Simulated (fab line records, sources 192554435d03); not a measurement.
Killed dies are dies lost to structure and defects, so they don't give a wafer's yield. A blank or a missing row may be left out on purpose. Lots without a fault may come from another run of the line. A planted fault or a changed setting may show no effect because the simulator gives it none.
fab line records | flow n5_finfet | part 2 of 2: steps 23 to 30 of 30
record lots=5 wafers=15 last_day=15
route steps=1938 shown BEOL_M8@1388 BEOL_M9@1401
lots that met no fault: from a run of the same line without faults
start_h: hours from the record's first day to the start of the lot's first wafer shown | wait_h: hours since the lot's step before | " the same as in the row above | L1.1+2: a row that stands for several wafers | - no value, or no start given | * or withheld: withheld | < > ~ a bound
route shown NAME@n: a module of which the file shows steps, and the number in the route of the first | usual: mean/standard deviation of fault-free wafers | same: alike in all rows | chamber/n: place in a boat | sites: the reading at each site | _std_site: their standard deviation | _edge_site: outer sites' mean less inner sites' | radius_mm: how far each site lies from the wafer's centre | mask NAME#n: copy n | behind: the tool/chamber that last shaped the wafer | hold: why the lot was held/for how many hours/how that ended | device: the transistor (n, p or np) that didn't switch | end of line: the same wafers' tests at the end of the route | a step without rows: its recipe alone | killed: dies lost to structure and defects at the first sort, not the wafer's yield | map: a wafer's dies, x killed, . not, _ none there
set.NAME: the setting as run; set.NAME@STEP: as run at that earlier step | model.NAME: the simulator's own value behind a step, which no gauge read
lots at some steps of the route; a table a step, a row a wafer
services: from which hour (start_h, from the record's first day; less than 0 if before it) a tool's chamber was out of use, for how many hours, and why
## steps
# step N5_BEOL_M9_SOFTBAKE_06
# recipe temp_c=110 time_s=60 resist=CAR-ArF
# usual chill_plate_temp_C=23.01/0.089 plate_temp_C=110.01/0.12
# columns lot.wafer tool chamber start_h wait_h chill_plate_temp_C plate_temp_C
L075.1 litho_track-05 0 - - 22.95 109.79
L075.3 " 0 " " 22.90 110.07
L075.4 " 0 " " 22.98 110.09
L081.1 litho_track-02 0 - - 23.01 109.98
L081.3 " 0 " " 23.07 110.09
L081.4 " 0 " " 23.13 109.96
L082.2 litho_track-05 0 - - 22.98 110.04
L082.3 " 0 " " 22.97 110.02
L082.6 " 0 " " 22.98 110.12
L083.2 litho_track-05 0 - - 22.95 110.12
L083.3 " 0 " " 22.93 110.05
L083.5 " 0 " " 23.03 110.16
L085.1 litho_track-04 0 - - 23.04 110.15
L085.2 " 0 " " 23.01 109.74
L085.4 " 0 " " 22.99 109.92
# step N5_BEOL_M9_EXPOSE_08
# recipe mask_id=M9 na=1.35 source_shape=dipole sigma_inner=0.411 sigma_outer=0.611 polarization=te dose_mj=53.75
# usual focus_offset_nm=0.0/0.59
# columns lot.wafer tool chamber start_h wait_h mask focus_offset_nm
L075.1 arfi_scanner-02 0 223.85 - M9#0 0.5
L075.3 " 0 " " M9#0 0.0
L075.4 " 0 " " M9#0 0.3
L081.1 arfi_scanner-02 0 251.29 - M9#0 0.0
L081.3 " 0 " " M9#0 -1.0
L081.4 " 0 " " M9#0 -0.6
L082.2 arfi_scanner-01 0 261.85 - M9#0 0.1
L082.3 " 0 " " M9#0 -0.4
L082.6 " 0 " " M9#0 -0.3
L083.2 arfi_scanner-02 0 265.94 - M9#0 0.2
L083.3 " 0 " " M9#0 -0.6
L083.5 " 0 " " M9#0 0.6
L085.1 arfi_scanner-03 0 283.31 - M9#0 -0.5
L085.2 " 0 " " M9#0 -0.3
L085.4 " 0 " " M9#0 -0.8
# step N5_BEOL_M9_PEB_09
# recipe peb_temp_c=withheld peb_time_s=60 resist=CAR-ArF
# usual chill_plate_temp_C=23.01/0.1
# columns lot.wafer tool chamber start_h wait_h chill_plate_temp_C
L075.1 litho_track-04 0 223.91 0.1 23.05
L075.3 " 0 " " 23.02
L075.4 " 0 " " 23.09
L081.1 litho_track-05 0 251.35 0.1 23.14
L081.3 " 0 " " 23.01
L081.4 " 0 " " 23.13
L082.2 litho_track-05 0 261.90 0.0 23.08
L082.3 " 0 " " 22.95
L082.6 " 0 " " 23.00
L083.2 litho_track-04 0 266.00 0.0 23.05
L083.3 " 0 " " 22.93
L083.5 " 0 " " 23.05
L085.1 litho_track-04 0 283.37 0.1 23.10
L085.2 " 0 " " 23.10
L085.4 " 0 " " 22.87
# step N5_BEOL_M9_DEVELOP_10
# recipe develop_time_s=30 developer=TMAH resist=CAR-ArF rinse_liquid=diw dry=air_spin dev_temp_c=23
# usual chill_plate_temp_C=23.02/0.1
# columns lot.wafer tool chamber start_h wait_h chill_plate_temp_C
L075.1 litho_track-04 0 - - 23.06
L075.3 " 0 " " 23.07
L075.4 " 0 " " 22.90
L081.1 litho_track-05 0 - - 22.90
L081.3 " 0 " " 22.84
L081.4 " 0 " " 22.93
L082.2 litho_track-05 0 - - 23.02
L082.3 " 0 " " 23.02
L082.6 " 0 " " 22.99
L083.2 litho_track-04 0 - - 23.11
L083.3 " 0 " " 22.95
L083.5 " 0 " " 23.14
L085.1 litho_track-04 0 - - 23.09
L085.2 " 0 " " 23.15
L085.4 " 0 " " 23.03
# step N5_BEOL_M9_CD_MEAS_11
# recipe target_cd_nm=64.1 landing_energy_ev=500 detector=se_inlens polarity=opening
# usual cd_nm=64.3/0.56
# columns lot.wafer tool chamber start_h wait_h cd_nm
L075.1 cd_sem-03 0 223.98 - 64.5
L075.3 " 0 " " 64.2
L075.4 " 0 " " 63.9
L081.1 cd_sem-03 0 251.42 - 64.9
L081.3 " 0 " " 64.9
L081.4 " 0 " " 64.5
L082.2 cd_sem-01 0 261.97 - 64.9
L082.3 " 0 " " 64.4
L082.6 " 0 " " 64.2
L083.2 cd_sem-03 0 266.06 - 64.7
L083.3 " 0 " " 64.4
L083.5 " 0 " " 64.6
L085.1 cd_sem-03 0 283.43 - 63.3
L085.2 " 0 " " 63.6
L085.4 " 0 " " 63.9
# step N5_BEOL_M9_OVL_MEAS_12
# recipe points_per_wafer=44
# usual M9_OVL=0.3/0.73
# columns lot.wafer tool chamber start_h wait_h M9_OVL[nm]
L075.1 overlay-02 0 224.01 0.0 0.0
L075.3 " 0 " " 0.0
L075.4 " 0 " " -0.1
L081.1 overlay-02 0 251.45 0.0 -1.6
L081.3 " 0 " " -1.1
L081.4 " 0 " " -0.6
L082.2 overlay-01 0 262.00 0.0 1.0
L082.3 " 0 " " 1.6
L082.6 " 0 " " 1.1
L083.2 overlay-02 0 266.09 0.0 0.2
L083.3 " 0 " " 1.5
L083.5 " 0 " " 1.2
L085.1 overlay-02 0 283.46 0.0 0.4
L085.2 " 0 " " -0.2
L085.4 " 0 " " -0.7
# step N5_BEOL_M9_INSPECT_13
# recipe mode=adi inspect_instrument=brightfield
# usual raw_defect_count=416/91
# columns lot.wafer tool chamber start_h wait_h raw_defect_count
L075.1 defect_inspect-02 - 224.03 0.0 324
L075.3 " - " " 450
L075.4 " - " " 407
L081.1 defect_inspect-01 - 251.47 0.0 489
L081.3 " - " " 405
L081.4 " - " " 310
L082.2 defect_inspect-01 - 262.02 0.0 355
L082.3 " - " " 426
L082.6 " - " " 283
L083.2 defect_inspect-01 - 266.12 0.0 517
L083.3 " - " " 562
L083.5 " - " " 365
L085.1 defect_inspect-01 - 283.49 0.0 338
L085.2 " - " " 383
L085.4 " - " " 277
# step N5_BEOL_M9_DESCUM_16
# recipe chemistry=O2 time_s=7.9 source_power_w=50 bias_power_w=20 pressure_mtorr=20 rf_frequency_hz=2.712e+07 temp_c=40 resist=CAR-ArF o2_flow_sccm=225
# usual drypump_motor_current_A=5.8/0.39 oes_product_au=0.77/0.095 rf_fwd_power_W=49.47/0.25 rf_vpp_V=242.7/1.5 showerhead_plenum_p_Torr=2.07/0.078 throttle_valve_pct=20.51/0.27
# columns lot.wafer tool chamber start_h wait_h drypump_motor_current_A oes_product_au rf_fwd_power_W rf_hours_counter_h rf_vpp_V showerhead_plenum_p_Torr throttle_valve_pct
L075.1 rie_diel-01 0 224.59 0.6 6.2 0.71 49.28 222 243.3 1.98 20.61
L075.3 " 2 " " 5.2 0.87 49.47 26 243.1 2.05 20.38
L075.4 " 3 " " 5.6 0.69 49.56 204 245.2 2.17 20.75
L081.1 rie_diel-06 2 251.51 0.0 5.6 0.77 49.61 154 239.6 1.92 20.58
L081.3 " 1 " " 5.2 0.70 49.51 247 243.5 2.06 20.25
L081.4 " 3 " " 6.2 0.73 49.59 181 243.0 2.08 20.91
L082.2 rie_diel-05 1 262.07 0.0 6.1 0.73 49.55 190 242.9 2.07 20.23
L082.3 " 0 " " 6.4 0.91 49.70 17 246.0 2.22 20.60
L082.6 " 0 " " 6.4 0.90 49.44 - 245.7 2.22 20.58
L083.2 rie_diel-05 1 266.15 0.0 6.0 0.72 49.71 192 243.4 2.07 20.23
L083.3 " 3 " " 6.1 0.66 48.78 239 243.4 2.16 20.70
L083.5 " 0 " " 6.4 0.89 49.73 - 245.2 2.22 20.60
L085.1 rie_diel-06 0 283.52 0.0 5.7 0.72 49.43 191 243.2 2.06 20.48
L085.2 " 3 " " 6.2 0.72 49.46 194 242.2 2.07 20.93
L085.4 " 1 " " 5.2 0.97 49.91 2 243.3 2.06 19.90
## services
# columns tool chamber start_h hours kind
rie_diel-06 2 195.78 28.7 repair
rie_diel-05 1 197.55 24.1 repair
pvd_sputter-02 - 200.34 4.0 repair
ald_metal-02 - 205.81 2.8 pm
arfi_scanner-01 - 206.15 1.3 pm
pecvd-02 - 206.66 0.6 repair
ald_metal-03 0 206.81 2.8 repair
arfi_scanner-03 - 207.13 1.0 pm
uv_cure-02 - 209.90 0.6 repair
cmp-04 - 210.91 1.6 repair
arfi_scanner-02 - 212.94 1.3 pm
arfi_scanner-01 - 215.04 1.0 pm
arfi_scanner-01 - 216.80 0.8 repair
pecvd-02 - 219.26 2.8 pm
pecvd-02 2 232.76 12.9 repair
arfi_scanner-03 - 234.18 0.3 repair
cmp-04 - 235.93 5.2 pm
arfi_scanner-01 - 239.01 2.4 repair
cmp-04 - 243.75 1.7 repair
arfi_scanner-02 - 244.37 0.5 repair
rie_diel-05 1 244.64 5.5 repair
arfi_scanner-02 - 245.07 0.8 repair
arfi_scanner-02 - 252.64 4.9 pm
uv_cure-01 - 275.03 7.5 pm
